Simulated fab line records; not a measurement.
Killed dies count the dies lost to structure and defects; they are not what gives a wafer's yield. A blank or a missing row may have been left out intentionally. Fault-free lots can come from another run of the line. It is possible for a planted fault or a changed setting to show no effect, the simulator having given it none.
Struck lot and sound lot, side by side | flow nand harc | 15 out of 1302 route steps
Sound: these wafers, L133.3, L133.5, L133.6. Struck: wafer L139.6 (left out: L139.1, L139.3 of the same lot, which were not struck); the cause appears at the end.
For every step that has rows: the tool of each side, followed by ch and its chambers, followed by its first start. Under that, the readings that differ: sound wafers | struck wafers | difference of the means | sigmas: that difference in standard deviations of wafers without a fault.
alike: same words and numbers on both sides, and readings whose means sit less than 2 such deviations apart. not compared: any withheld reading, any reading some wafer has no value for, any bound like >300 that may hide the same value, and any number with overlapping values for which the record gives no deviation.
Wherever a step has rows on one side only, a row that says differs or no value, or a row with sigmas, the two part there. Numbers that have no deviation but don't overlap get no sigmas and don't part them. A reading that every wafer of one side lacks parts them only if that side has two wafers or more.

first, 2 steps without rows for these wafers: NHARC_A_CHANNEL_HOLE_D1_STRIP_43 (strips in O2/COS); NHARC_A_CHANNEL_HOLE_D1_ETCH_44 (etches the open film in CF4/O2, target depth 140 nm, overetch 14 nm, time 77 s).
NHARC_A_CHANNEL_HOLE_D1_STRIP_27: strips in O2.
  sound on rie diel-08 ch 1,2; struck on rie diel-08 ch 2
  alike: drypump motor current A, oes product au, rf vpp V, showerhead plenum p Torr, throttle valve pct
  not compared: rf hours counter h
then, 2 steps without rows for these wafers: NHARC_A_CHANNEL_HOLE_D1_PRECLEAN_28 (cleans in SC1); NHARC_A_CHANNEL_HOLE_D1_SRD_29.
NHARC_A_CHANNEL_HOLE_D1_CD_MEAS_30:
  struck on cd sem-03, day 15 07:11; sound on cd sem-01, day 12 20:10
  alike: cd nm
NHARC_A_CHANNEL_HOLE_D1_XSEM_31:
  sound on xsem-01 ch 0, day 12 20:14; struck on xsem-01 ch 0, day 15 07:16
  alike: bot cd nm, bow nm, tilt deg
NHARC_A_CHANNEL_HOLE_D1_INSPECT_40:
  struck on defect inspect-02, day 15 07:22; sound on defect inspect-02, day 12 20:20
  alike: raw defect count
then, 2 steps without rows for these wafers: NHARC_A_CHANNEL_FILL_D1_PRECLEAN_00 (cleans in SC1); NHARC_A_CHANNEL_FILL_D1_SRD_01.
NHARC_A_CHANNEL_FILL_D1_ALD_02: deposits SiO2, target thk 6 nm, pulse time 10 s, ald cycles 60.
  sound on ald hk-03 ch 1,2,3, day 12 20:40; struck on ald hk-04 ch 1, day 15 07:34
  alike: heater power w, precursor pulse height rel
  not compared: ald cycles
NHARC_A_CHANNEL_FILL_D1_ALD_03: deposits SiNx, target thk 6 nm, pulse time 60 s, ald cycles 58.
  sound on ald sin batch-01 ch 0; struck on ald sin batch-03 ch 0
  alike: precursor pulse height rel
  not compared: ald cycles
NHARC_A_CHANNEL_FILL_D1_ALD_14: deposits SiO2, target thk 2.5 nm, pulse time 10 s, ald cycles 25.
  sound on ald hk-03 ch 0,1,2, day 13 03:40; struck on ald hk-03 ch 2, day 15 14:40
  reading    | sound    | struck | difference | sigmas
  ald cycles | 25 25 25 | 19     | -6         |
  alike: heater power w, precursor pulse height rel
NHARC_A_CHANNEL_FILL_D1_ALD_15: deposits SiNx, target thk 2 nm, pulse time 60 s, ald cycles 19.
  sound on ald sin batch-01 ch 0; struck on ald sin batch-02 ch 0
  alike: precursor pulse height rel
  not compared: ald cycles
next, for these wafers, 1 step has no rows: NHARC_END_SORT_01.

== WHERE THEY PART ==
Nowhere in this record.

WHY: whatever the simulator had introduced
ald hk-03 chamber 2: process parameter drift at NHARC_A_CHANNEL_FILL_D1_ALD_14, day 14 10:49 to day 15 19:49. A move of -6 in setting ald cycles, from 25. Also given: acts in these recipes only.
